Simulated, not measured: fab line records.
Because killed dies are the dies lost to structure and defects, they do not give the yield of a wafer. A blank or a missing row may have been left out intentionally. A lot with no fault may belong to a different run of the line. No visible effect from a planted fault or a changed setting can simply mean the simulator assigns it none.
fab line records    flow n5Finfet
record lots=7  wafers=39
route steps=1938 shown WELL_APT@26 FIN_SAQP@102 ILD0@342 HKMG_FIN@386 MOL_CONTACT_COAG@608 BEOL_M1@811 BEOL_M2@879 BEOL_M3@993 BEOL_M5@1179 BEOL_M9@1401 BEOL_M13@1706 BEOL_M14@1749 PASSIVATION@1908
startH: hours from the record's opening day to when the first of the lot's shown wafers began    waitH: hours elapsed since this lot's preceding step    " as in the row above    L1.1+2: a single row standing in for several wafers    - no value, or no start given    * or withheld: withheld    < > ~ a bound
route shown NAME@n: names a module that has steps shown in the file, with the first one's number in the route    usual: the fault-free wafers' mean and standard deviation    same: alike in all rows    chamber/n: place in a boat    sites: each site's reading    _std_site: how widely they spread, as a standard deviation    _edge_site: the outer-site mean with the inner-site mean subtracted    radiusMm: how far each site lies from the wafer's centre    mask NAME#n: copy n    behind: tool/chamber where the wafer was last shaped    hold: the reason the lot was held/the length of the hold in hours/how it ended    device: the transistor (n, p or np) that didn't switch    end of line: tests run on the same wafers once the route is complete    a step with no rows: only its recipe    killed: the dies lost at the first sort to structure and to defects; this is not the yield of the wafer    map: a wafer's dies, marking killed ones x, the rest . and places with no die _
set.NAME: the setting that was run; set.NAME@STEP: the one run at that earlier step    model.NAME: the simulator's own value behind a step, which no gauge read
lots where settings were altered on purpose, with a table for each step and a row for each wafer
## steps
# step N5_WELL_APT_DEVELOP_07
# recipe developTimeS=45  rinseLiquid=surfactantRinse  dry=airSpin  devTempC=21
# step N5_FIN_SAQP_HM_DEP_72
# recipe material=SiO2  targetThkA=120  tempC=400  precursor=SiH4/N2O  pressureTorr=0.75  rfW=275  timeS=7.2
# step N5_ILD0_PRECLEAN_10
# recipe chemistry=NF3:NH3  afsCycles=5  timeS=20  tempC=30  sublimationTempC=180  sublimationTimeS=60  pressureTorr=3  rfPowerW=30
# step N5_HKMG_FIN_HK_ALD_01
# recipe material=HfO2  targetThkA=16  tempC=withheld  aldPrecursorFamily=HfCl4  aldCoReactant=H2O  pulseTimeS=3  purgeTimeS=3  coReactantPurgeTimeS=2.5  coReactantPulseTimeS=0.3  aldCycles=30
# step N5_MOL_CONTACT_COAG_ALD_133
# recipe material=SiO2  targetThkA=50  tempC=100  aldPrecursorFamily=BDEAS  aldCoReactant=O2-plasma  pulseTimeS=1  coReactantPulseTimeS=1  purgeTimeS=2  coReactantPurgeTimeS=2  aldCycles=35  pressureTorr=2
# step N5_BEOL_M1_ALD_84
# recipe material=TaN  targetThkA=*  tempC=275  aldPrecursorFamily=PDMAT  aldCoReactant=NH3  pressureTorr=3  carrierFlowSccm=1500  pulseTimeS=2  purgeTimeS=3  coReactantPurgeTimeS=2  coReactantPulseTimeS=3  aldCycles=30  precursorVesselTempC=75  precursorVesselPressureTorr=26.25  precursorVesselCarrierSccm=1000
# step N5_BEOL_M2_DESCUM_33
# recipe chemistry=O2  timeS=7  sourcePowerW=50  biasPowerW=20  pressureMtorr=20  rfFrequencyHz=2.712e+07  tempC=40  resist=CAR-EUV  o2FlowSccm=225
# step N5_BEOL_M3_CVD_47
# recipe material=Co  targetThkA=30  tempC=withheld  precursor=CCTBA/H2  pressureTorr=30  timeS=223.8
# step N5_BEOL_M5_SPUTTER_83
# recipe material=Cu  targetThkA=150  tempC=-20  chamberPressurePa=0.07  powerW=withheld  timeS=27.62
# step N5_BEOL_M9_ILD_DEP_00
# recipe material=SiCOH_lowk  targetThkA=3085.1  tempC=300  precursor=DEMS/porogen  pressureTorr=5  rfW=500  timeS=58
# step N5_BEOL_M9_CVD_78
# recipe material=Co  targetThkA=20  tempC=withheld  precursor=CCTBA/H2  pressureTorr=30  timeS=138.9
# step N5_BEOL_M13_SPUTTER_44
# recipe material=Ta  targetThkA=100  tempC=50  biasV=80  powerW=15000  chamberPressurePa=0.07  timeS=16.13
# step N5_BEOL_M14_DESCUM_33
# recipe chemistry=O2  timeS=7.9  sourcePowerW=50  biasPowerW=20  pressureMtorr=20  rfFrequencyHz=2.712e+07  tempC=40  o2FlowSccm=225
# step N5_PASSIVATION_DESCUM_32
# step N5_PASSIVATION_PROBE_49
# usual killed_at_M4_up=14/5.4
lot.wafer  tool       chamber  startH  waitH  set.developTimeS@WELL_APT_DEVELOP_07  set.targetThkA@FIN_SAQP_HM_DEP_72  set.timeS@ILD0_PRECLEAN_10  set.aldCycles@HKMG_FIN_HK_ALD_01  set.aldCycles@MOL_CONTACT_COAG_ALD_133  set.aldCycles@BEOL_M1_ALD_84  set.timeS@BEOL_M2_DESCUM_33  set.targetThkA@BEOL_M3_CVD_47  set.timeS@BEOL_M5_SPUTTER_83  set.targetThkA@BEOL_M9_ILD_DEP_00  set.targetThkA@BEOL_M9_CVD_78  set.targetThkA@BEOL_M13_SPUTTER_44  set.timeS@BEOL_M14_DESCUM_33  set.timeS@PASSIVATION_DESCUM_32  killed_at_M4_up
L074.2     prober-02  -        252.17  0.1    45                                    120                                20                          30                                35                                      30                            7                            30                             27.62                         3085.1                             20                             100                                 7.9                           7.9                              9
L074.4     prober-02  -        252.27  0.2    45                                    120                                20                          30                                35                                      30                            7                            30                             27.62                         3085.1                             20                             100                                 7.9                           7.9                              10
L074.6     prober-02  -        252.37  0.3    45                                    120                                20                          30                                35                                      30                            7                            30                             27.62                         3085.1                             20                             100                                 7.9                           7.9                              12
L077.1     prober-02  -        277.98  0.0    45                                    144.2                              20                          30                                28                                      30                            7                            30                             27.62                         3085.1                             8.447                          49.64                               4.686                         3.425                            50
L077.2     prober-02  -        278.03  0.1    45                                    120                                20                          37                                35                                      30                            4.578                        30                             27.62                         3085.1                             20                             100                                 7.9                           3.425                            19
L077.3     prober-02  -        278.08  0.1    45                                    120                                12.73                       30                                28                                      30                            4.578                        30                             27.62                         3085.1                             8.447                          49.64                               7.9                           7.9                              10
L077.4     prober-02  -        278.13  0.2    45                                    144.2                              20                          37                                28                                      30                            4.578                        30                             37.03                         3085.1                             20                             100                                 4.686                         7.9                              7
L077.5     prober-02  -        278.18  0.2    45                                    120                                12.73                       37                                35                                      30                            7                            30                             37.03                         3085.1                             8.447                          100                                 4.686                         3.425                            33
L077.6     prober-02  -        278.23  0.3    45                                    144.2                              12.73                       30                                35                                      30                            7                            30                             37.03                         3085.1                             20                             49.64                               7.9                           7.9                              18
L078.1     prober-01  -        294.22  0.6    45                                    182.2                              11.17                       16                                35                                      30                            7                            40.34                          27.62                         3085.1                             9.29                           100                                 6.115                         7.9                              8
L078.2     prober-01  -        294.27  0.7    45                                    120                                20                          30                                35                                      30                            7                            30                             27.62                         3085.1                             20                             100                                 7.9                           7.9                              6
L078.3     prober-01  -        294.32  0.7    45                                    182.2                              20                          30                                35                                      44                            11.08                        30                             39.08                         3085.1                             20                             64.18                               6.115                         7.9                              13
L078.4     prober-01  -        294.37  0.8    45                                    120                                11.17                       30                                24                                      44                            7                            40.34                          39.08                         3085.1                             20                             64.18                               7.9                           5.605                            8
L078.5     prober-01  -        294.42  0.8    45                                    182.2                              20                          16                                24                                      30                            11.08                        30                             39.08                         3085.1                             9.29                           100                                 7.9                           5.605                            16
L078.6     prober-01  -        294.47  0.9    45                                    120                                11.17                       16                                24                                      44                            11.08                        40.34                          27.62                         3085.1                             9.29                           64.18                               6.115                         5.605                            13
L079.1     prober-02  -        304.21  0.0    71.73                                 120                                30.82                       45                                27                                      30                            7                            30                             12.3                          3085.1                             20                             133.3                               7.9                           7.9                              11
L079.2     prober-02  -        304.26  0.1    45                                    57.73                              20                          45                                27                                      30                            7                            30                             27.62                         3085.1                             14.05                          100                                 7.9                           12.4                             21
L079.3     prober-02  -        304.31  0.1    71.73                                 120                                30.82                       30                                35                                      30                            4.205                        30                             12.3                          3085.1                             14.05                          100                                 7.9                           7.9                              20
L079.4     prober-02  -        304.36  0.2    45                                    120                                20                          30                                35                                      30                            7                            44.7                           27.62                         3085.1                             20                             133.3                               7.9                           12.4                             14
L079.5     prober-02  -        304.41  0.2    45                                    57.73                              30.82                       45                                35                                      30                            4.205                        44.7                           27.62                         3085.1                             20                             100                                 7.9                           7.9                              9
L079.6     prober-02  -        304.46  0.3    71.73                                 57.73                              20                          30                                27                                      30                            4.205                        44.7                           12.3                          3085.1                             14.05                          133.3                               7.9                           12.4                             21
L081.1     prober-01  -        306.64  0.0    45                                    98.97                              20                          35                                23                                      30                            7                            36.36                          42.08                         3085.1                             20                             62.6                                7.9                           7.9                              19
L081.2     prober-01  -        306.69  0.1    66.28                                 120                                20                          30                                23                                      30                            7                            36.36                          27.62                         3085.1                             20                             100                                 6.272                         7.9                              17
L081.3     prober-01  -        306.74  0.1    66.28                                 98.97                              20                          30                                35                                      30                            7                            30                             42.08                         3085.1                             20                             62.6                                6.272                         7.9                              28
L081.4     prober-01  -        306.79  0.2    45                                    98.97                              20                          35                                35                                      30                            7                            36.36                          27.62                         3085.1                             20                             100                                 7.9                           7.9                              18
L081.5     prober-01  -        306.84  0.2    45                                    120                                20                          30                                35                                      30                            7                            30                             42.08                         3085.1                             20                             100                                 6.272                         7.9                              24
L081.6     prober-01  -        306.89  0.3    66.28                                 120                                20                          35                                23                                      30                            7                            30                             27.62                         3085.1                             20                             62.6                                7.9                           7.9                              16
L084.1     prober-02  -        334.09  0.0    45                                    120                                31.65                       30                                35                                      30                            7                            30                             27.62                         3085.1                             23.61                          100                                 7.9                           10.8                             14
L084.2     prober-02  -        334.14  0.1    68.51                                 120                                20                          16                                35                                      23                            7                            30                             16.84                         3085.1                             20                             100                                 11.7                          7.9                              13
L084.3     prober-02  -        334.19  0.1    45                                    160.3                              20                          16                                35                                      30                            7                            43.86                          27.62                         4391                               23.61                          100                                 11.7                          7.9                              1086
L084.4     prober-02  -        334.24  0.2    68.51                                 160.3                              20                          30                                35                                      23                            3.637                        43.86                          27.62                         4391                               20                             100                                 7.9                           10.8                             1096
L084.5     prober-02  -        334.29  0.2    45                                    160.3                              31.65                       16                                35                                      23                            3.637                        43.86                          16.84                         3085.1                             20                             100                                 7.9                           7.9                              22
L084.6     prober-02  -        334.34  0.3    68.51                                 120                                31.65                       30                                35                                      30                            3.637                        30                             16.84                         4391                               23.61                          100                                 11.7                          10.8                             1096
L090.1     prober-01  -        358.57  0.0    33.56                                 94.68                              20                          15                                52                                      25                            8.446                        30                             27.62                         3085.1                             20                             100                                 6.709                         9.491                            17
L090.2     prober-01  -        358.62  0.1    45                                    120                                8.647                       15                                35                                      25                            8.446                        30                             27.62                         4717                               20                             100                                 7.9                           9.491                            1109
L090.3     prober-01  -        358.67  0.1    33.56                                 120                                8.647                       30                                35                                      25                            7                            30                             34                            4717                               20                             100                                 6.709                         7.9                              1080
L090.4     prober-01  -        358.72  0.2    33.56                                 120                                20                          15                                52                                      30                            7                            30                             34                            4717                               20                             100                                 6.709                         9.491                            5
L090.5     prober-01  -        358.77  0.2    45                                    94.68                              8.647                       30                                52                                      30                            8.446                        30                             34                            3085.1                             20                             100                                 7.9                           7.9                              12
L090.6     prober-01  -        358.82  0.3    45                                    94.68                              20                          30                                35                                      30                            7                            30                             27.62                         3085.1                             20                             100                                 7.9                           7.9                              9
# killed by level:class
L074.2 FIN_SAQP:geometricParticle:open=8 FIN_SAQP:geometricParticle:short=6 DUMMY_GATE:geometricParticle:open=5 STI_FIN_REVEAL:geometricParticle:open=4 GATE_CUT:geometricParticle:short=4 BEOL_M0_SAQP:geometricParticle:open=4 BEOL_M0_SAQP:geometricParticle:short=3 BEOL_M1:geometricParticle:short=3
L074.4 DUMMY_GATE:geometricParticle:open=8 BEOL_M0_SAQP:geometricParticle:open=7 FIN_SAQP:geometricParticle:open=6 FIN_SAQP:geometricParticle:short=6 STI_FIN_REVEAL:geometricParticle:open=6 BEOL_M3:geometricParticle:open=6 BEOL_M0_SAQP:geometricParticle:short=5 GATE_CUT:geometricParticle:short=4
L074.6 BEOL_M0:geometricParticle:open=8 GATE_CUT:geometricParticle:short=6 ILD0:geometricParticle:short=4 BEOL_M0_SAQP:geometricParticle:short=4 STI_FIN_REVEAL:geometricParticle:open=3 DUMMY_GATE:geometricParticle:open=3 STI_FIN_REVEAL:geometricParticle:short=3 MOL_CONTACT_COAG:geometricParticle:open=3
L077.1 MOL_CONTACT_COAG:areaAld=65 BEOL_M9:interfaceVoidOpened=37 MOL_CONTACT_COAG:geometricParticle:open=17 BEOL_M3:geometricParticle:open=11 FIN_SAQP:geometricParticle:short=10 STI_FIN_REVEAL:geometricParticle:open=10 FIN_SAQP:geometricParticle:open=9 BEOL_M0_SAQP:geometricParticle:open=8
L077.2 BEOL_M4:geometricParticle:open=14 BEOL_M0_SAQP:geometricParticle:open=10 BEOL_M3:geometricParticle:open=9 MOL_CONTACT_COAG:geometricParticle:open=6 BEOL_M1:geometricParticle:open=6 STI_FIN_REVEAL:geometricParticle:open=5 FIN_SAQP:geometricParticle:short=3 MOL_CONTACT_COAG:geometricParticle:short=3
L077.3 MOL_CONTACT_COAG:areaAld=71 MOL_CONTACT_COAG:geometricParticle:open=18 BEOL_M0_SAQP:geometricParticle:short=10 BEOL_M0_SAQP:geometricParticle:open=9 DUMMY_GATE:geometricParticle:open=8 STI_FIN_REVEAL:geometricParticle:open=7 GATE_CUT:geometricParticle:short=6 BEOL_M1:geometricParticle:open=6
L077.4 MOL_CONTACT_COAG:areaAld=56 MOL_CONTACT_COAG:geometricParticle:open=25 BEOL_M0_SAQP:geometricParticle:short=9 BEOL_M3:geometricParticle:open=7 MOL_CONTACT_COAG:geometricParticle:short=6 BEOL_M0_SAQP:geometricParticle:open=5 BEOL_M1:geometricParticle:open=5 DUMMY_GATE:geometricParticle:open=4
L077.5 BEOL_M9:interfaceVoidOpened=16 MOL_CONTACT_COAG:geometricParticle:open=11 BEOL_M4:geometricParticle:open=11 BEOL_M0_SAQP:geometricParticle:open=10 BEOL_M1:geometricParticle:open=9 BEOL_M3:geometricParticle:open=7 STI_FIN_REVEAL:geometricParticle:open=6 FIN_SAQP:geometricParticle:short=5
L077.6 BEOL_M1:geometricParticle:open=14 MOL_CONTACT_COAG:geometricParticle:open=12 BEOL_M4:geometricParticle:open=10 BEOL_M1:geometricParticle:short=9 GATE_CUT:geometricParticle:short=8 FIN_SAQP:geometricParticle:open=7 BEOL_M3:geometricParticle:open=7 STI_FIN_REVEAL:geometricParticle:open=6
L078.1 STI_FIN_REVEAL:geometricParticle:open=11 BEOL_M2:geometricParticle:open=7 MOL_CONTACT_COAG:geometricParticle:open=6 DUMMY_GATE:geometricParticle:open=6 BEOL_M3:geometricParticle:open=5 MOL_CONTACT_COAG:geometricParticle:short=4 FIN_SAQP:geometricParticle:open=3 STI_FIN_REVEAL:geometricParticle:short=3
L078.2 MOL_CONTACT_COAG:geometricParticle:open=15 DUMMY_GATE:geometricParticle:open=12 BEOL_M2:geometricParticle:open=12 FIN_SAQP:geometricParticle:short=9 FIN_SAQP:geometricParticle:open=5 BEOL_M0_SAQP:geometricParticle:open=5 ILD0:geometricParticle:short=4 BEOL_M2:geometricParticle:short=4
L078.3 BEOL_M2:geometricParticle:open=10 MOL_CONTACT_COAG:geometricParticle:open=9 BEOL_M3:geometricParticle:open=8 STI_FIN_REVEAL:geometricParticle:open=7 BEOL_M4:geometricParticle:open=6 FIN_SAQP:geometricParticle:short=4 GATE_CUT:geometricParticle:short=4 GATE_CUT:geometricParticle:open=4
L078.4 MOL_CONTACT_COAG:areaAld=797 STI_FIN_REVEAL:geometricParticle:open=18 MOL_CONTACT_COAG:geometricParticle:open=13 BEOL_M2:geometricParticle:open=7 GATE_CUT:geometricParticle:open=6 MOL_CONTACT_COAG:geometricParticle:short=6 DUMMY_GATE:geometricParticle:open=5 PAD_METAL:geometricParticle:open=5
L078.5 MOL_CONTACT_COAG:areaAld=791 BEOL_M2:geometricParticle:open=10 FIN_SAQP:geometricParticle:open=6 BEOL_M1:geometricParticle:open=6 STI_FIN_REVEAL:geometricParticle:open=5 GATE_CUT:geometricParticle:short=5 BEOL_M4:geometricParticle:open=5 BEOL_M9:interfaceVoidOpened=5
L078.6 MOL_CONTACT_COAG:areaAld=809 FIN_SAQP:geometricParticle:open=14 MOL_CONTACT_COAG:geometricParticle:open=11 BEOL_M2:geometricParticle:open=10 BEOL_M0_SAQP:geometricParticle:short=7 FIN_SAQP:geometricParticle:short=6 STI_FIN_REVEAL:geometricParticle:open=6 ILD0:geometricParticle:short=4
L079.1 MOL_CONTACT_COAG:areaAld=181 FIN_SAQP:geometricParticle:short=23 BEOL_M0_SAQP:geometricParticle:short=9 BEOL_M0_SAQP:geometricParticle:open=8 FIN_SAQP:geometricParticle:open=7 BEOL_M2:geometricParticle:open=7 MOL_CONTACT_COAG:geometricParticle:open=5 DUMMY_GATE:geometricParticle:open=4
L079.2 MOL_CONTACT_COAG:areaAld=182 MOL_CONTACT_COAG:geometricParticle:open=22 BEOL_M4:geometricParticle:short=12 BEOL_M0_SAQP:geometricParticle:open=10 BEOL_M0_SAQP:geometricParticle:short=9 STI_FIN_REVEAL:geometricParticle:open=6 DUMMY_GATE:geometricParticle:open=6 MOL_CONTACT_COAG:geometricParticle:short=5
L079.3 MOL_CONTACT_COAG:geometricParticle:open=10 BEOL_M0_SAQP:geometricParticle:short=9 BEOL_M0_SAQP:geometricParticle:open=9 STI_FIN_REVEAL:geometricParticle:open=5 MOL_CONTACT_COAG:geometricParticle:short=5 BEOL_M5:interfaceVoidOpened=5 DUMMY_GATE:geometricParticle:open=4 BEOL_M1:geometricParticle:short=4
L079.4 MOL_CONTACT_COAG:geometricParticle:open=20 BEOL_M0_SAQP:geometricParticle:short=11 BEOL_M1:geometricParticle:open=11 GATE_CUT:geometricParticle:short=8 BEOL_M4:geometricParticle:open=7 BEOL_M3:areaEcd=7 BEOL_M0_SAQP:geometricParticle:open=6 FIN_SAQP:geometricParticle:open=5
L079.5 BEOL_M0_SAQP:geometricParticle:short=14 BEOL_M2:geometricParticle:open=12 FIN_SAQP:geometricParticle:short=11 MOL_CONTACT_COAG:geometricParticle:open=11 GATE_CUT:geometricParticle:open=10 GATE_CUT:geometricParticle:short=9 BEOL_M3:areaEcd=8 BEOL_M0_SAQP:geometricParticle:open=6
L079.6 MOL_CONTACT_COAG:areaAld=174 MOL_CONTACT_COAG:geometricParticle:open=20 BEOL_M1:geometricParticle:open=12 BEOL_M5:interfaceVoidOpened=12 DUMMY_GATE:geometricParticle:open=5 MOL_CONTACT_COAG:geometricParticle:short=5 BEOL_M0_SAQP:geometricParticle:short=5 BEOL_M2:geometricParticle:open=5
L081.1 MOL_CONTACT_COAG:areaAld=937 BEOL_M0_SAQP:geometricParticle:short=16 MOL_CONTACT_COAG:geometricParticle:open=15 BEOL_M0_SAQP:geometricParticle:open=14 BEOL_M4:geometricParticle:open=13 BEOL_M3:geometricParticle:open=7 BEOL_M2:geometricParticle:open=7 BEOL_M1:geometricParticle:open=5
L081.2 MOL_CONTACT_COAG:areaAld=948 MOL_CONTACT_COAG:geometricParticle:open=19 BEOL_M2:geometricParticle:open=9 BEOL_M0_SAQP:geometricParticle:open=9 BEOL_M0:geometricParticle:open=8 BEOL_M4:geometricParticle:open=8 STI_FIN_REVEAL:geometricParticle:open=7 BEOL_M1:geometricParticle:open=6
L081.3 MOL_CONTACT_COAG:geometricParticle:open=21 BEOL_M4:geometricParticle:open=17 BEOL_M0_SAQP:geometricParticle:open=16 BEOL_M0_SAQP:geometricParticle:short=12 MOL_CONTACT_COAG:geometricParticle:short=8 BEOL_M1:geometricParticle:open=8 STI_FIN_REVEAL:geometricParticle:open=7 FIN_SAQP:geometricParticle:short=4
L081.4 BEOL_M0_SAQP:geometricParticle:short=15 MOL_CONTACT_COAG:geometricParticle:open=13 BEOL_M0_SAQP:geometricParticle:open=10 BEOL_M3:geometricParticle:open=10 BEOL_M4:geometricParticle:open=10 FIN_SAQP:geometricParticle:open=8 STI_FIN_REVEAL:geometricParticle:open=8 GATE_CUT:geometricParticle:short=8
L081.5 FIN_SAQP:geometricParticle:short=12 BEOL_M0_SAQP:geometricParticle:open=12 MOL_CONTACT_COAG:geometricParticle:open=10 BEOL_M2:geometricParticle:open=10 BEOL_M3:geometricParticle:open=7 FIN_SAQP:geometricParticle:open=6 BEOL_M0_SAQP:geometricParticle:short=6 BEOL_M4:geometricParticle:open=6
L081.6 MOL_CONTACT_COAG:areaAld=957 DUMMY_GATE:geometricParticle:open=10 BEOL_M0_SAQP:geometricParticle:short=10 BEOL_M3:geometricParticle:open=9 MOL_CONTACT_COAG:geometricParticle:open=8 FIN_SAQP:geometricParticle:short=6 FIN_SAQP:geometricParticle:open=6 BEOL_M0_SAQP:geometricParticle:open=6
L084.1 GATE_CUT:geometricParticle:short=10 STI_FIN_REVEAL:geometricParticle:open=7 MIM_TOP_ETCH:geometricParticle:open=6 FIN_SAQP:geometricParticle:short=5 BEOL_M1:geometricParticle:open=5 DUMMY_GATE:geometricParticle:open=4 BEOL_M4:geometricParticle:short=4 MOL_CONTACT_COAG:geometricParticle:open=4
L084.2 M1:areaAld=33 MOL_CONTACT_COAG:geometricParticle:open=14 BEOL_M3:geometricParticle:open=10 FIN_SAQP:geometricParticle:short=8 STI_FIN_REVEAL:geometricParticle:open=8 BEOL_M4:geometricParticle:open=5 BEOL_M1:geometricParticle:open=4 BEOL_M1:geometricParticle:short=4
L084.3 BEOL_M9:areaEtch=1074 MOL_CONTACT_COAG:geometricParticle:open=16 BEOL_M2:geometricParticle:open=10 FIN_SAQP:geometricParticle:open=8 BEOL_M3:geometricParticle:open=8 STI_FIN_REVEAL:geometricParticle:open=7 BEOL_M1:geometricParticle:open=7 DUMMY_GATE:geometricParticle:open=6
L084.4 BEOL_M9:areaEtch=1085 FIN_SAQP:geometricParticle:short=16 MOL_CONTACT_COAG:geometricParticle:open=10 PASS1_DEP:geometricParticle:open=5 FIN_SAQP:geometricParticle:open=4 STI_FIN_REVEAL:geometricParticle:open=4 BEOL_M0:geometricParticle:short=3 BEOL_M0:geometricParticle:open=3
L084.5 M1:areaAld=45 STI_FIN_REVEAL:geometricParticle:open=17 MOL_CONTACT_COAG:geometricParticle:open=10 FIN_SAQP:geometricParticle:short=9 DUMMY_GATE:geometricParticle:open=9 BEOL_M5:interfaceVoidOpened=9 BEOL_M1:geometricParticle:open=8 GATE_CUT:geometricParticle:short=8
L084.6 BEOL_M9:areaEtch=1084 FIN_SAQP:geometricParticle:open=9 FIN_SAQP:geometricParticle:short=9 MOL_CONTACT_COAG:geometricParticle:open=9 MOL_CONTACT_COAG:geometricParticle:short=9 BEOL_M1:geometricParticle:open=8 STI_FIN_REVEAL:geometricParticle:open=6 BEOL_M0_SAQP:geometricParticle:short=6
L090.1 MOL_CONTACT_COAG:areaAld=1083 MOL_CONTACT_COAG:geometricParticle:open=11 BEOL_M0_SAQP:geometricParticle:open=9 BEOL_M2:geometricParticle:open=9 BEOL_M0_SAQP:geometricParticle:short=7 FIN_SAQP:geometricParticle:open=6 BEOL_M4:geometricParticle:open=6 BEOL_M1:geometricParticle:open=5
L090.2 BEOL_M9:areaEtch=1098 BEOL_M1:geometricParticle:open=9 BEOL_M3:geometricParticle:open=8 BEOL_M2:geometricParticle:open=7 MOL_CONTACT_COAG:geometricParticle:open=6 BEOL_M0_SAQP:geometricParticle:short=6 BEOL_M0_SAQP:geometricParticle:open=5 BEOL_M4:geometricParticle:open=4
L090.3 BEOL_M9:areaEtch=1070 BEOL_M2:geometricParticle:open=20 FIN_SAQP:geometricParticle:open=8 BEOL_M0_SAQP:geometricParticle:short=7 MOL_CONTACT_COAG:geometricParticle:open=6 BEOL_M0_SAQP:geometricParticle:open=6 BEOL_M3:geometricParticle:open=6 FIN_SAQP:geometricParticle:short=5
L090.4 MOL_CONTACT_COAG:areaAld=1094 DUMMY_GATE:geometricParticle:open=8 MOL_CONTACT_COAG:geometricParticle:open=8 BEOL_M3:geometricParticle:open=8 BEOL_M0_SAQP:geometricParticle:short=7 MOL_CONTACT_COAG:geometricParticle:short=6 FIN_SAQP:geometricParticle:open=5 DUMMY_GATE:geometricParticle:short=5
L090.5 MOL_CONTACT_COAG:areaAld=1080 MOL_CONTACT_COAG:geometricParticle:open=14 BEOL_M2:geometricParticle:open=12 STI_FIN_REVEAL:geometricParticle:open=10 FIN_SAQP:geometricParticle:open=6 DUMMY_GATE:geometricParticle:open=5 BEOL_M0_SAQP:geometricParticle:short=5 BEOL_M1:geometricParticle:open=4
L090.6 BEOL_M2:geometricParticle:open=9 STI_FIN_REVEAL:geometricParticle:open=8 MOL_CONTACT_COAG:geometricParticle:open=8 FIN_SAQP:geometricParticle:open=7 STARTING-WAFER:geometricParticle:open=6 BEOL_M0_SAQP:geometricParticle:short=5 BEOL_M0_SAQP:geometricParticle:open=5 BEOL_M0:geometricParticle:open=5
## key
split step=N5_WELL_APT_DEVELOP_07  setting=developTimeS  statedAs=45
response none clear
split step=N5_FIN_SAQP_HM_DEP_72  setting=targetThkA  statedAs=120
response none clear
split step=N5_ILD0_PRECLEAN_10  setting=timeS  statedAs=20
response none clear
split step=N5_HKMG_FIN_HK_ALD_01  setting=aldCycles  statedAs=30
response none clear
split step=N5_MOL_CONTACT_COAG_ALD_133  setting=aldCycles  statedAs=35
response none clear
split step=N5_BEOL_M1_ALD_84  setting=aldCycles  statedAs=30
response none clear
split step=N5_BEOL_M2_DESCUM_33  setting=timeS  statedAs=7
response none clear
split step=N5_BEOL_M3_CVD_47  setting=targetThkA  statedAs=30
response none clear
split step=N5_BEOL_M5_SPUTTER_83  setting=timeS  statedAs=27.62
response none clear
split step=N5_BEOL_M9_ILD_DEP_00  setting=targetThkA  statedAs=3085.1
response step=N5_PASSIVATION_PROBE_49  reading=killed_at_M4_up  slope=+16.9  per=1%  togetherWith=all  explained=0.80
split step=N5_BEOL_M9_CVD_78  setting=targetThkA  statedAs=20
response none clear
split step=N5_BEOL_M13_SPUTTER_44  setting=targetThkA  statedAs=100
response none clear
split step=N5_BEOL_M14_DESCUM_33  setting=timeS  statedAs=7.9
response none clear
split step=N5_PASSIVATION_DESCUM_32  setting=timeS  statedAs=7.9
response none clear
